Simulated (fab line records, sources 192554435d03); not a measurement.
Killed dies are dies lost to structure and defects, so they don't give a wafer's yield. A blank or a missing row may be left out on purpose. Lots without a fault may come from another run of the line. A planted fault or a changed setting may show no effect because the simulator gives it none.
Split-lot experiment | flow n5_finfet | 7 lots, 21 wafers read, on a route of 1938 steps

THE SPLIT
At N5_BEOL_M3_ILD_DEP_00 (deposits SiOC from DEMS/O2, target thk 79 nm, time 15.3 s), the setting time_s was moved away from the recipe's 15.3 s on 9 of the 21 wafers read, by -11.9% to +13.3%. The other wafers ran this setting at the recipe's value.

The file shows no step between the split and the reading.

THE READING
M3_ILD_THK, in nm, at N5_BEOL_M3_THK_MEAS_01. Fault-free wafers of this fab line usually give 78.9 nm, standard deviation 1.2 nm.

wafer  | tool, chamber at the split | time_s as run, s | against the recipe | M3_ILD_THK, nm | against lot-mates on the recipe
L075.2 | pecvd-02, 1                | 15.3             | recipe             | 77.9           | -
L075.4 | pecvd-02, 1                | 14.47            | -5.4%              | 74.7           | -4.3
L075.6 | pecvd-02, 2                | 15.3             | recipe             | 80.1           | -
L076.2 | pecvd-02, 1                | 15.3             | recipe             | 78.3           | -
L076.4 | pecvd-02, 2                | 16.97            | +10.9%             | 89.6           | +11.2
L076.6 | pecvd-02, 0                | 15.3             | recipe             | 78.4           | -
L079.1 | pecvd-04, 2                | 17.33            | +13.3%             | 89.7           | +8.5
L079.4 | pecvd-04, 0                | 17.33            | +13.3%             | 90.5           | +9.3
L079.6 | pecvd-04, 1                | 15.3             | recipe             | 81.2           | -
L083.2 | pecvd-04, 2                | 16.22            | +6.0%              | 82.5           | +3.2
L083.4 | pecvd-04, 2                | 15.3             | recipe             | 79.3           | -
L083.5 | pecvd-04, 1                | 16.22            | +6.0%              | 84.1           | +4.8
L087.1 | pecvd-03, 0                | 14.17            | -7.4%              | 72.2           | -6.4
L087.5 | pecvd-03, 1                | 14.17            | -7.4%              | 72.1           | -6.5
L087.6 | pecvd-03, 0                | 15.3             | recipe             | 78.6           | -
L092.1 | pecvd-03, 1                | 13.48            | -11.9%             | 68.0           | -11.5
L092.5 | pecvd-03, 0                | 15.3             | recipe             | 79.4           | -
L092.6 | pecvd-03, 1                | 15.3             | recipe             | 79.6           | -
L096.2 | pecvd-02, 2                | 15.3             | recipe             | 77.1           | -
L096.3 | pecvd-02, 0                | 15.3             | recipe             | 77.5           | -
L096.4 | pecvd-02, 0                | 15.3             | recipe             | 78.9           | -

THE FIT
A straight line over all 21 wafers: M3_ILD_THK changes by +0.876 nm for each +1% of time_s; r = +0.98; the points scatter about the line by 1 nm.
The same after taking each lot's own level away (the mean of its wafers on the recipe; 21 wafers): +0.81 nm for each +1%; r = +0.98; scatter 1.1 nm.
On that fit, the largest move of time_s shifts the reading by 11 nm.
The lots' own levels span 77.83 to 81.20 nm, that is 2.8 times the standard deviation above.
So the lot-to-lot level changes the slope little: the two slopes agree.
Check: with one of the wafers moved furthest among these (+13.3%) left out of the fit, the line predicts +11.1 nm for it against its lot-mates. It came out at +8.5 nm against them.

OTHER SPLITS ON THESE WAFERS
These wafers also went through other splits before the reading. Each is held against what the fit with the lots' levels taken away leaves over:
other split on the same wafers              | wafers away from the commonest value | r with M3_ILD_THK (lot level and that fit taken away)
N5_BEOL_M0_SAQP_SPACER2_ALD_26 target_thk_a | 6                                    | +0.26
N5_BEOL_M0_SAQP_COAT_87 temp_c              | 8                                    | +0.00
N5_BEOL_M1_HM_DEP_02 target_thk_a           | 8                                    | +0.58
N5_BEOL_M1_COAT_05 spin_rpm                 | 5                                    | +0.48
N5_BEOL_M2_ILD_DEP_00 time_s                | 7                                    | +0.12
N5_BEOL_M2_EXPOSE_08 dose_mj                | 8                                    | -0.04

THE WHOLE CHAIN: every reading that the file lists as answering this split, in the file's order
step                   | what it does                                              | reading                                                                            | change (the file's fit)               | r (the file's)
N5_BEOL_M3_ILD_DEP_00  | deposits SiOC from DEMS/O2, target thk 79 nm, time 15.3 s | SiOC_of_BEOL_M3_ILD_DEP_00.thk_nm (the simulator's own value, which no gauge read) | +0.851 nm for each +1% of the setting | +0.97
N5_BEOL_M3_THK_MEAS_01 |                                                           | M3_ILD_THK                                                                         | +0.847 for each +1% of the setting    | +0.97

THE FILE'S OWN FIT
M3_ILD_THK changes by +0.847 nm for each +1% of time_s, r = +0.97.
